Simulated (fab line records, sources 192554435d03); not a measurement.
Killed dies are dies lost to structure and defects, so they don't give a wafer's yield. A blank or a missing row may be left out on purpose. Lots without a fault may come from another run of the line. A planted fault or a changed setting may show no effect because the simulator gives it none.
fab line records | flow n5_finfet
record lots=24 wafers=72 last_day=17
route steps=1938 shown BEOL_M12@1654 BEOL_M13@1674 BEOL_M14@1717
lots that met no fault: from a run of the same line without faults
start_h: hours from the record's first day to the start of the lot's first wafer shown | wait_h: hours since the lot's step before | " the same as in the row above | L1.1+2: a row that stands for several wafers | - no value, or no start given | * or withheld: withheld | < > ~ a bound
route shown NAME@n: a module of which the file shows steps, and the number in the route of the first | usual: mean/standard deviation of fault-free wafers | same: alike in all rows | chamber/n: place in a boat | sites: the reading at each site | _std_site: their standard deviation | _edge_site: outer sites' mean less inner sites' | radius_mm: how far each site lies from the wafer's centre | mask NAME#n: copy n | behind: the tool/chamber that last shaped the wafer | hold: why the lot was held/for how many hours/how that ended | device: the transistor (n, p or np) that didn't switch | end of line: the same wafers' tests at the end of the route | a step without rows: its recipe alone | killed: dies lost to structure and defects at the first sort, not the wafer's yield | map: a wafer's dies, x killed, . not, _ none there
set.NAME: the setting as run; set.NAME@STEP: as run at that earlier step | model.NAME: the simulator's own value behind a step, which no gauge read
steps of the route over a sample of lots; a table a step, a row a wafer
services: from which hour (start_h, from the record's first day; less than 0 if before it) a tool's chamber was out of use, for how many hours, and why
## steps
# step N5_BEOL_M12_THK_MEAS_50
# recipe thk_meas_gauge=xrf reads=Cu_of_BEOL_M12_ECD_47
# usual M12_THK=314/6
# columns lot.wafer tool chamber start_h wait_h M12_THK[nm]
L076.2 film_metro-02 - 252.03 - 316
L076.5 " - " " 316
L076.6 " - " " 308
L074.2 film_metro-01 - 254.65 - 310
L074.4 " - " " 315
L074.5 " - " " 308
L075.3 film_metro-01 - 255.83 - 317
L075.5 " - " " 318
L075.6 " - " " 307
L077.2 film_metro-01 - 269.62 - 297
L077.4 " - " " 313
L077.6 " - " " 299
L078.3 film_metro-01 - 278.02 - 309
L078.4 " - " " 315
L078.6 " - " " 316
L079.2 film_metro-01 - 278.25 - 313
L079.3 " - " " 306
L079.4 " - " " 323
L080.2 film_metro-01 - 279.33 - 318
L080.4 " - " " 316
L080.6 " - " " 318
L081.1 film_metro-02 - 292.88 - 316
L081.4 " - " " 315
L081.6 " - " " 321
L083.3 film_metro-02 - 300.44 - 324
L083.4 " - " " 311
L083.5 " - " " 315
L084.2 film_metro-01 - 305.54 - 304
L084.4 " - " " 311
L084.6 " - " " 321
L082.2 film_metro-01 - 306.40 - 310
L082.5 " - " " 310
L082.6 " - " " 313
L085.1 film_metro-02 - 311.33 - 312
L085.2 " - " " 309
L085.6 " - " " 310
L086.2 film_metro-01 - 314.85 - 325
L086.3 " - " " 318
L086.6 " - " " 325
L087.1 film_metro-01 - 320.29 - 309
L087.5 " - " " 316
L087.6 " - " " 304
L089.2 film_metro-02 - 324.04 - 311
L089.4 " - " " 311
L089.5 " - " " 315
L088.1 film_metro-01 - 335.88 - 329
L088.2 " - " " 320
L088.3 " - " " 317
L092.2 film_metro-02 - 340.20 - 327
L092.3 " - " " 318
L092.4 " - " " 314
L091.2 film_metro-01 - 340.88 - 315
L091.3 " - " " 311
L091.6 " - " " 319
L090.2 film_metro-02 - 341.15 - 315
L090.3 " - " " 306
L090.6 " - " " 305
L093.1 film_metro-01 - 347.41 - 315
L093.2 " - " " 325
L093.5 " - " " 317
L094.1 film_metro-02 - 363.70 - 315
L094.5 " - " " 314
L094.6 " - " " 308
L095.1 film_metro-01 - 366.26 - 308
L095.3 " - " " 316
L095.4 " - " " 312
L096.1 film_metro-02 - 375.86 - 322
L096.3 " - " " 320
L096.4 " - " " 316
L097.2 film_metro-02 - 379.62 - 316
L097.4 " - " " 308
L097.5 " - " " 315
# step N5_BEOL_M13_VIA_ETCH_16
# recipe chemistry=C4F8/O2/Ar target=SiOC pressure_mtorr=30 source_w=3000 bias_w=700 Ar_flow_sccm=400 C4F8_flow_sccm=15 O2_flow_sccm=8 he_inner_torr=15 he_outer_torr=30 target_depth_a=9217 time_s=withheld ion_energy_ev=250 ends=cleared
# usual C4F8_flow_sccm=15.00/0.042 drypump_motor_current_A=5.4/0.45 oes_product_au=0.75/0.082 rf_vpp_V=667/3.1 showerhead_plenum_p_Torr=3.47/0.11 throttle_valve_pct=24.12/0.26
# columns lot.wafer tool chamber start_h wait_h C4F8_flow_sccm drypump_motor_current_A oes_product_au rf_vpp_V showerhead_plenum_p_Torr throttle_valve_pct
L076.2 rie_diel-04 2 252.98 0.0 14.97 5.2 0.75 667 3.46 23.89
L076.5 " 3 " " 14.96 5.9 0.65 666 3.51 24.78
L076.6 " 0 " " 15.03 5.5 0.81 667 3.47 23.90
L074.2 rie_diel-06 1 255.60 0.0 14.96 5.8 0.79 664 3.35 24.12
L074.4 " 2 " " 14.98 4.7 0.81 671 3.62 24.22
L074.5 " 1 " " 14.99 5.8 0.78 664 3.35 24.11
L075.3 rie_diel-02 0 256.77 0.0 15.01 5.8 0.81 669 3.58 23.86
L075.5 " 2 " " 14.94 5.5 0.61 668 3.54 24.59
L075.6 " 0 " " 15.00 5.8 0.81 671 3.58 23.87
L077.2 rie_diel-04 3 270.87 0.0 15.02 5.9 0.63 668 3.51 24.76
L077.4 " 2 " " 15.00 5.3 0.75 666 3.46 23.89
L077.6 " 0 " " 15.05 5.6 0.80 667 3.47 23.90
L078.3 rie_diel-02 2 278.96 0.0 15.04 5.5 0.60 668 3.54 24.60
L078.4 " 1 " " 14.96 6.0 0.84 672 3.65 23.76
L078.6 " 3 " " 14.93 5.9 0.82 668 3.48 24.14
L079.2 rie_diel-06 2 279.19 0.0 14.98 4.6 0.80 673 3.61 24.23
L079.3 " 3 " " 14.97 4.8 0.61 668 3.49 24.20
L079.4 " 0 " " 15.02 4.8 0.65 661 3.24 24.36
L080.2 rie_diel-02 1 280.27 0.0 15.06 6.0 0.84 671 3.65 23.77
L080.4 " 2 " " 15.03 5.5 0.60 667 3.54 24.60
L080.6 " 1 " " 15.03 6.0 0.84 671 3.65 23.75
L081.1 rie_diel-04 2 293.83 0.0 15.05 5.2 0.74 666 3.45 23.89
L081.4 " 3 " " 15.00 5.9 0.64 670 3.51 24.79
L081.6 " 0 " " 15.00 5.6 0.79 667 3.46 23.91
L083.3 rie_diel-04 3 301.26 0.0 14.96 5.8 0.64 669 3.51 24.78
L083.4 " 0 " " 15.02 5.6 0.80 668 3.46 23.89
L083.5 " 2 " " 15.02 5.2 0.74 666 3.45 23.91
L084.2 rie_diel-06 1 306.88 0.0 14.94 5.8 0.76 665 3.34 24.13
L084.4 " 0 " " 14.92 4.8 0.63 662 3.23 24.36
L084.6 " 2 " " 14.99 4.7 0.78 672 3.61 24.24
L082.2 rie_diel-02 0 307.22 0.0 15.07 5.8 0.77 671 3.57 23.89
L082.5 " 3 " " 14.99 6.0 0.80 667 3.47 24.18
L082.6 " 0 " " 15.06 5.8 0.78 671 3.57 23.87
L085.1 rie_diel-04 1 312.28 0.0 15.05 5.3 0.65 665 3.37 24.03
L085.2 " 3 " " 15.01 5.9 0.63 668 3.50 24.78
L085.6 " 0 " " 14.94 5.6 0.78 666 3.46 23.91
L086.2 rie_diel-04 2 315.79 0.0 15.08 5.2 0.74 667 3.45 23.92
L086.3 " 3 " " 14.94 5.9 0.64 668 3.50 24.79
L086.6 " 1 " " 14.99 5.3 0.66 665 3.37 24.04
L087.1 rie_diel-06 1 321.26 0.0 14.97 5.8 0.74 662 3.33 24.13
L087.5 " 3 " " 14.93 4.8 0.89 667 3.49 23.80
L087.6 " 2 " " 15.01 4.7 0.78 671 3.61 24.24
L089.2 rie_diel-06 0 325.45 0.0 15.00 4.8 0.64 661 3.23 24.37
L089.4 " 1 " " 14.96 5.8 0.75 662 3.33 24.15
L089.5 " 2 " " 14.93 4.6 0.77 669 3.61 24.24
L088.1 rie_diel-06 1 336.82 0.0 15.01 5.8 0.74 662 3.33 24.14
L088.2 " 0 " " 14.93 4.8 0.63 660 3.23 24.39
L088.3 " 3 " " 14.99 4.8 0.87 668 3.48 23.81
L092.2 rie_diel-04 1 341.16 0.0 15.02 5.4 0.64 665 3.36 24.07
L092.3 " 2 " " 15.02 5.2 0.71 666 3.44 23.92
L092.4 " 3 " " 14.98 5.9 0.88 667 3.50 24.44
L091.2 rie_diel-02 2 341.73 0.0 15.05 5.5 0.85 668 3.53 24.31
L091.3 " 3 " " 15.06 5.9 0.79 666 3.46 24.17
L091.6 " 0 " " 15.02 5.8 0.77 671 3.56 23.91
L090.2 rie_diel-04 0 342.10 0.0 15.01 5.6 0.77 667 3.45 23.93
L090.3 " 1 " " 14.96 5.3 0.65 665 3.36 24.06
L090.6 " 0 " " 14.97 5.6 0.78 666 3.45 23.94
L093.1 rie_diel-02 2 348.35 0.0 15.01 5.5 0.84 668 3.53 24.31
L093.2 " 3 " " 15.01 5.9 0.78 668 3.46 24.19
L093.5 " 0 " " 15.01 5.8 0.76 670 3.56 23.90
L094.1 rie_diel-02 2 364.67 0.0 15.08 5.5 0.83 668 3.52 24.33
L094.5 " 2 " " 15.05 5.5 0.83 667 3.52 24.32
L094.6 " 3 " " 15.03 5.9 0.79 668 3.46 24.19
L095.1 rie_diel-04 0 367.08 0.0 15.04 5.6 0.76 666 3.45 23.93
L095.3 " 1 " " 14.97 5.4 0.64 664 3.36 24.06
L095.4 " 2 " " 15.01 5.2 0.71 667 3.44 23.93
L096.1 rie_diel-06 0 376.80 0.0 14.95 4.8 0.89 671 3.62 24.03
L096.3 " 2 " " 15.04 4.6 0.75 670 3.60 24.27
L096.4 " 3 " " 14.93 4.8 0.85 668 3.48 23.82
L097.2 rie_diel-06 0 380.56 0.0 15.04 4.8 0.88 672 3.62 24.03
L097.4 " 1 " " 14.96 5.8 0.73 663 3.32 24.16
L097.5 " 2 " " 15.05 4.7 0.75 671 3.59 24.27
# step N5_BEOL_M13_OCD_MEAS_35
# usual trench_depth_nm=416/5.9
# columns lot.wafer tool chamber start_h wait_h trench_depth_nm
L076.2 ocd-02 - 254.41 0.0 416
L076.5 " - " " 412
L076.6 " - " " 414
L074.2 ocd-02 - 257.03 0.0 418
L074.4 " - " " 411
L074.5 " - " " 410
L075.3 ocd-01 - 258.33 0.0 425
L075.5 " - " " 424
L075.6 " - " " 400
L077.2 ocd-01 - 272.55 0.0 417
L077.4 " - " " 418
L077.6 " - " " 419
L078.3 ocd-02 - 280.40 0.0 411
L078.4 " - " " 398
L078.6 " - " " 416
L079.2 ocd-01 - 280.75 0.0 425
L079.3 " - " " 418
L079.4 " - " " 415
L080.2 ocd-02 - 281.83 0.0 420
L080.4 " - " " 413
L080.6 " - " " 415
L081.1 ocd-02 - 295.56 0.0 419
L081.4 " - " " 414
L081.6 " - " " 414
L083.3 ocd-02 - 302.71 0.0 418
L083.4 " - " " 419
L083.5 " - " " 417
L084.2 ocd-01 - 308.44 0.0 410
L084.4 " - " " 423
L084.6 " - " " 421
L082.2 ocd-01 - 308.66 0.0 411
L082.5 " - " " 427
L082.6 " - " " 414
L085.1 ocd-01 - 313.81 0.0 408
L085.2 " - " " 415
L085.6 " - " " 408
L086.2 ocd-01 - 317.63 0.0 415
L086.3 " - " " 418
L086.6 " - " " 415
L087.1 ocd-01 - 322.89 0.0 415
L087.5 " - " " 414
L087.6 " - " " 416
L089.2 ocd-01 - 326.99 0.0 425
L089.4 " - " " 417
L089.5 " - " " 409
L088.1 ocd-01 - 338.36 0.0 417
L088.2 " - " " 420
L088.3 " - " " 414
L092.2 ocd-01 - 342.67 0.0 420
L092.3 " - " " 408
L092.4 " - " " 407
L091.2 ocd-02 - 343.35 0.0 419
L091.3 " - " " 419
L091.6 " - " " 421
L090.2 ocd-02 - 343.66 0.0 418
L090.3 " - " " 428
L090.6 " - " " 427
L093.1 ocd-02 - 349.91 0.0 422
L093.2 " - " " 422
L093.5 " - " " 426
L094.1 ocd-02 - 366.50 0.0 416
L094.5 " - " " 420
L094.6 " - " " 418
L095.1 ocd-02 - 368.74 0.0 414
L095.3 " - " " 408
L095.4 " - " " 428
L096.1 ocd-02 - 378.37 0.0 421
L096.3 " - " " 418
L096.4 " - " " 429
L097.2 ocd-01 - 382.12 0.0 426
L097.4 " - " " 415
L097.5 " - " " 417
# step N5_BEOL_M13_STRIP_37
# recipe chemistry=N2/H2 power_w=1000 temp_c=250 h2_frac=0.65 overash_fraction=0.3 pressure_mtorr=withheld n2_flow_sccm=1750 h2_flow_sccm=3250
# usual drypump_motor_current_A=6.1/0.47 h2_flow_sccm=3249/11 heater_power_w=346/28 oes_product_au=0.783/0.011
# columns lot.wafer tool chamber start_h wait_h drypump_motor_current_A h2_flow_sccm heater_power_w oes_product_au rf_hours_counter_h
L076.2 plasma_asher-02 0 254.45 0.0 6.6 3247 350 0.772 80
L076.5 " 0 " " 6.5 3243 356 0.795 -
L076.6 " 1 " " 5.5 3249 372 0.780 -
L074.2 plasma_asher-01 0 257.07 0.0 6.3 3262 331 0.772 118
L074.4 " 1 " " 6.3 3226 290 0.777 -
L074.5 " 1 " " 6.4 3251 290 0.780 -
L075.3 plasma_asher-01 1 258.38 0.1 6.4 3253 290 0.782 -
L075.5 " 0 " " 6.3 3240 341 0.780 -
L075.6 " 1 " " 6.3 3242 294 0.790 -
L077.2 plasma_asher-02 1 272.59 0.0 5.5 3245 375 0.787 86
L077.4 " 0 " " 6.6 3266 356 0.803 -
L077.6 " 1 " " 5.5 3243 370 0.776 -
L078.3 plasma_asher-02 1 280.46 0.1 5.5 3258 377 0.765 -
L078.4 " 0 " " 6.6 3235 354 0.791 -
L078.6 " 1 " " 5.5 3257 369 0.792 -
L079.2 plasma_asher-02 1 280.79 0.0 5.5 3254 364 0.779 89
L079.3 " 1 " " 5.5 3254 370 0.771 -
L079.4 " 0 " " 6.5 3256 351 0.785 -
L080.2 plasma_asher-02 1 281.87 0.0 5.5 3242 363 0.801 90
L080.4 " 0 " " 6.6 3246 351 0.762 -
L080.6 " 1 " " 5.5 3244 382 0.786 -
L081.1 plasma_asher-02 1 295.60 0.0 5.4 3241 366 0.780 93
L081.4 " 1 " " 5.5 3260 385 0.778 -
L081.6 " 0 " " 6.6 3245 342 0.763 -
L083.3 plasma_asher-01 1 302.77 0.1 6.4 3245 284 0.803 -
L083.4 " 0 " " 6.3 3259 344 0.773 -
L083.5 " 1 " " 6.4 3248 304 0.787 -
L084.2 plasma_asher-02 1 308.48 0.0 5.5 3246 364 0.787 95
L084.4 " 1 " " 5.5 3253 368 0.763 -
L084.6 " 0 " " 6.5 3243 346 0.766 -
L082.2 plasma_asher-01 0 308.69 0.0 6.3 3269 340 0.789 124
L082.5 " 1 " " 6.3 3266 293 0.784 -
L082.6 " 0 " " 6.3 3252 343 0.785 -
L085.1 plasma_asher-02 0 313.85 0.0 6.5 3252 356 0.786 97
L085.2 " 1 " " 5.5 3241 382 0.781 97
L085.6 " 1 " " 5.5 3239 378 0.792 -
L086.2 plasma_asher-02 0 317.67 0.0 6.5 3249 356 0.787 98
L086.3 " 0 " " 6.5 3239 353 0.796 -
L086.6 " 0 " " 6.5 3250 362 0.775 -
L087.1 plasma_asher-01 0 322.93 0.0 6.3 3247 337 0.769 127
L087.5 " 1 " " 6.4 3235 292 0.780 -
L087.6 " 0 " " 6.3 3246 343 0.797 -
L089.2 plasma_asher-01 1 327.03 0.0 6.4 3267 288 0.791 127
L089.4 " 1 " " 6.4 3265 281 0.787 -
L089.5 " 0 " " 6.3 3262 343 0.779 -
L088.1 plasma_asher-02 1 338.40 0.0 5.4 3256 377 0.774 104
L088.2 " 0 " " 6.6 3254 349 0.795 104
L088.3 " 0 " " 6.6 3246 353 0.786 -
L092.2 plasma_asher-02 0 342.71 0.0 6.5 3246 353 0.794 105
L092.3 " 1 " " 5.4 3237 369 0.788 -
L092.4 " 0 " " 6.5 3252 351 0.803 -
L091.2 plasma_asher-02 0 343.38 0.0 6.5 3247 352 0.791 106
L091.3 " 0 " " 6.5 3257 359 0.789 -
L091.6 " 0 " " 6.5 3236 350 0.782 -
L090.2 plasma_asher-02 1 343.69 0.0 5.5 3259 378 0.786 106
L090.3 " 1 " " 5.5 3247 366 0.768 -
L090.6 " 0 " " 6.6 3241 345 0.788 -
L093.1 plasma_asher-02 0 349.95 0.0 6.6 3245 361 0.759 107
L093.2 " 1 " " 5.5 3231 373 0.782 107
L093.5 " 0 " " 6.5 3252 358 0.781 -
L094.1 plasma_asher-01 0 366.54 0.0 6.3 3240 337 0.793 133
L094.5 " 0 " " 6.3 3221 335 0.793 -
L094.6 " 1 " " 6.3 3231 292 0.786 -
L095.1 plasma_asher-02 1 368.78 0.0 5.5 3255 374 0.759 110
L095.3 " 1 " " 5.5 3232 378 0.792 -
L095.4 " 0 " " 6.6 3237 357 0.788 -
L096.1 plasma_asher-02 0 378.41 0.0 6.5 3251 349 0.784 112
L096.3 " 1 " " 5.4 3247 378 0.789 -
L096.4 " 0 " " 6.5 3271 351 0.765 -
L097.2 plasma_asher-01 1 382.16 0.0 6.4 3246 296 0.783 136
L097.4 " 0 " " 6.3 3260 341 0.788 -
L097.5 " 1 " " 6.3 3247 287 0.787 -
# step N5_BEOL_M13_DEP_53
# recipe material=SiCN target_thk_a=500 temp_c=withheld precursor=3MS/NH3 pressure_torr=3 rf_w=675 time_s=17.8
# usual showerhead_plenum_p_Torr=4.169/0.02 throttle_valve_pct=18.2/1
# columns lot.wafer tool chamber start_h wait_h showerhead_plenum_p_Torr throttle_valve_pct
L076.2 pecvd-02 0 260.86 0.0 4.165 19.7
L076.5 " 1 " " 4.172 17.0
L076.6 " 2 " " 4.175 18.4
L074.2 pecvd-02 2 261.08 0.0 4.177 18.5
L074.4 " 2 " " 4.182 18.5
L074.5 " 1 " " 4.181 16.5
L075.3 pecvd-02 2 262.95 0.0 4.168 18.6
L075.5 " 1 " " 4.187 16.8
L075.6 " 0 " " 4.163 19.9
L077.2 pecvd-02 0 275.80 0.0 4.172 19.7
L077.4 " 0 " " 4.155 19.7
L077.6 " 2 " " 4.173 18.4
L078.3 pecvd-02 0 284.11 0.0 4.169 19.6
L078.4 " 1 " " 4.171 16.7
L078.6 " 2 " " 4.169 18.3
L079.2 pecvd-03 2 286.57 0.0 4.109 16.4
L079.3 " 0 " " 4.155 18.0
L079.4 " 2 " " 4.110 16.6
L080.2 pecvd-02 0 287.24 0.0 4.151 19.7
L080.4 " 0 " " 4.154 19.6
L080.6 " 2 " " 4.179 18.5
L081.1 pecvd-02 2 297.41 0.0 4.170 18.6
L081.4 " 2 " " 4.184 18.3
L081.6 " 0 " " 4.161 19.8
L083.3 pecvd-02 1 305.13 0.0 4.180 16.8
L083.4 " 2 " " 4.188 18.5
L083.5 " 1 " " 4.179 17.0
L084.2 pecvd-04 1 314.00 0.0 4.168 18.2
L084.4 " 0 " " 4.176 19.0
L084.6 " 1 " " 4.172 18.1
L082.2 pecvd-04 1 315.22 0.0 4.161 18.2
L082.5 " 1 " " 4.175 18.2
L082.6 " 0 " " 4.178 19.1
L085.1 pecvd-03 2 315.48 0.0 4.106 16.2
L085.2 " 1 " " 4.174 18.7
L085.6 " 2 " " 4.105 16.3
L086.2 pecvd-03 0 319.53 0.0 4.179 18.3
L086.3 " 0 " " 4.169 17.9
L086.6 " 0 " " 4.183 18.6
L087.1 pecvd-03 1 326.18 0.0 4.174 18.4
L087.5 " 1 " " 4.189 18.7
L087.6 " 2 " " 4.112 16.1
L089.2 pecvd-04 0 332.35 0.0 4.178 18.8
L089.4 " 1 " " 4.178 18.0
L089.5 " 2 " " 4.191 17.6
L088.1 pecvd-04 1 341.50 0.0 4.180 17.8
L088.2 " 2 " " 4.168 17.9
L088.3 " 0 " " 4.182 19.0
L092.2 pecvd-02 0 344.31 0.0 4.157 19.7
L092.3 " 2 " " 4.179 18.7
L092.4 " 2 " " 4.179 18.9
L091.2 pecvd-03 2 348.59 0.0 4.110 16.5
L091.3 " 1 " " 4.189 18.6
L091.6 " 2 " " 4.105 16.5
L090.2 pecvd-02 1 348.94 0.0 4.180 16.8
L090.3 " 0 " " 4.170 19.9
L090.6 " 2 " " 4.166 18.5
L093.1 pecvd-03 1 352.65 0.0 4.186 18.5
L093.2 " 0 " " 4.164 18.3
L093.5 " 2 " " 4.107 16.5
L094.1 pecvd-02 1 369.49 0.0 4.172 16.7
L094.5 " 1 " " 4.179 16.9
L094.6 " 0 " " 4.165 19.7
L095.1 pecvd-02 2 377.09 0.0 4.184 18.9
L095.3 " 0 " " 4.164 19.5
L095.4 " 0 " " 4.161 19.6
L096.1 pecvd-03 1 380.22 0.0 4.184 18.2
L096.3 " 2 " " 4.110 16.8
L096.4 " 2 " " 4.102 16.4
L097.2 pecvd-04 0 384.54 0.0 4.178 19.2
L097.4 " 1 " " 4.166 18.2
L097.5 " 0 " " 4.180 19.2
# step N5_BEOL_M14_THK_MEAS_01
# recipe reads=SiO2_of_BEOL_M14_ILD_DEP_00
# usual M14_ILD_THK=1120/17
# columns lot.wafer tool chamber start_h wait_h M14_ILD_THK[nm]
L076.2 film_metro-02 - 261.18 0.1 1100
L076.5 " - " " 1114
L076.6 " - " " 1107
L074.2 film_metro-01 - 261.40 0.1 1105
L074.4 " - " " 1106
L074.5 " - " " 1127
L075.3 film_metro-02 - 263.28 0.1 1119
L075.5 " - " " 1140
L075.6 " - " " 1142
L077.2 film_metro-02 - 276.13 0.1 1097
L077.4 " - " " 1126
L077.6 " - " " 1105
L078.3 film_metro-02 - 284.43 0.1 1097
L078.4 " - " " 1101
L078.6 " - " " 1134
L079.2 film_metro-01 - 286.89 0.1 1116
L079.3 " - " " 1132
L079.4 " - " " 1129
L080.2 film_metro-02 - 287.56 0.1 1129
L080.4 " - " " 1143
L080.6 " - " " 1147
L081.1 film_metro-02 - 297.73 0.1 1096
L081.4 " - " " 1125
L081.6 " - " " 1111
L083.3 film_metro-01 - 305.45 0.1 1125
L083.4 " - " " 1128
L083.5 " - " " 1143
L084.2 film_metro-02 - 314.32 0.1 1090
L084.4 " - " " 1104
L084.6 " - " " 1117
L082.2 film_metro-01 - 315.54 0.1 1089
L082.5 " - " " 1107
L082.6 " - " " 1125
L085.1 film_metro-01 - 315.80 0.1 1135
L085.2 " - " " 1123
L085.6 " - " " 1172
L086.2 film_metro-01 - 319.86 0.1 1120
L086.3 " - " " 1098
L086.6 " - " " 1136
L087.1 film_metro-02 - 326.51 0.1 1138
L087.5 " - " " 1124
L087.6 " - " " 1138
L089.2 film_metro-02 - 332.67 0.1 1109
L089.4 " - " " 1128
L089.5 " - " " 1108
L088.1 film_metro-02 - 341.82 0.1 1125
L088.2 " - " " 1128
L088.3 " - " " 1118
L092.2 film_metro-01 - 344.63 0.1 1099
L092.3 " - " " 1089
L092.4 " - " " 1112
L091.2 film_metro-01 - 348.91 0.1 1118
L091.3 " - " " 1123
L091.6 " - " " 1138
L090.2 film_metro-02 - 349.26 0.1 1099
L090.3 " - " " 1102
L090.6 " - " " 1109
L093.1 film_metro-01 - 352.97 0.1 1114
L093.2 " - " " 1108
L093.5 " - " " 1123
L094.1 film_metro-01 - 369.88 0.2 1127
L094.5 " - " " 1135
L094.6 " - " " 1148
L095.1 film_metro-02 - 377.41 0.1 1120
L095.3 " - " " 1121
L095.4 " - " " 1131
L096.1 film_metro-02 - 380.54 0.1 1105
L096.3 " - " " 1119
L096.4 " - " " 1119
L097.2 film_metro-01 - 384.86 0.1 1097
L097.4 " - " " 1128
L097.5 " - " " 1118
## services
# columns tool chamber start_h hours kind
plasma_asher-02 - 239.56 0.8 repair
rie_diel-04 0 239.88 1.8 repair
rie_diel-02 1 252.83 7.7 repair
plasma_asher-01 - 262.40 6.9 repair
pecvd-02 0 269.18 5.5 scheduled_down
plasma_asher-01 - 269.31 14.6 pm
rie_diel-06 2 287.31 3.1 repair
pecvd-02 1 288.25 2.1 scheduled_down
pecvd-02 0 303.55 6.0 repair
pecvd-04 - 305.06 0.7 repair
pecvd-02 - 308.59 2.8 pm
pecvd-04 1 311.86 2.0 repair
plasma_asher-01 - 314.96 2.8 repair
pecvd-04 2 321.50 4.9 repair
pecvd-02 1 325.92 5.5 scheduled_down
plasma_asher-01 - 334.05 9.8 repair
rie_diel-06 3 340.10 5.4 repair
pecvd-03 - 346.86 1.4 repair
rie_diel-02 3 348.83 14.2 repair
pecvd-02 2 355.64 2.1 scheduled_down
rie_diel-06 3 361.08 4.9 repair
pecvd-03 - 377.81 1.3 repair
rie_diel-06 3 377.92 12.4 repair
pecvd-03 - 381.63 3.4 repair
## key
fault none
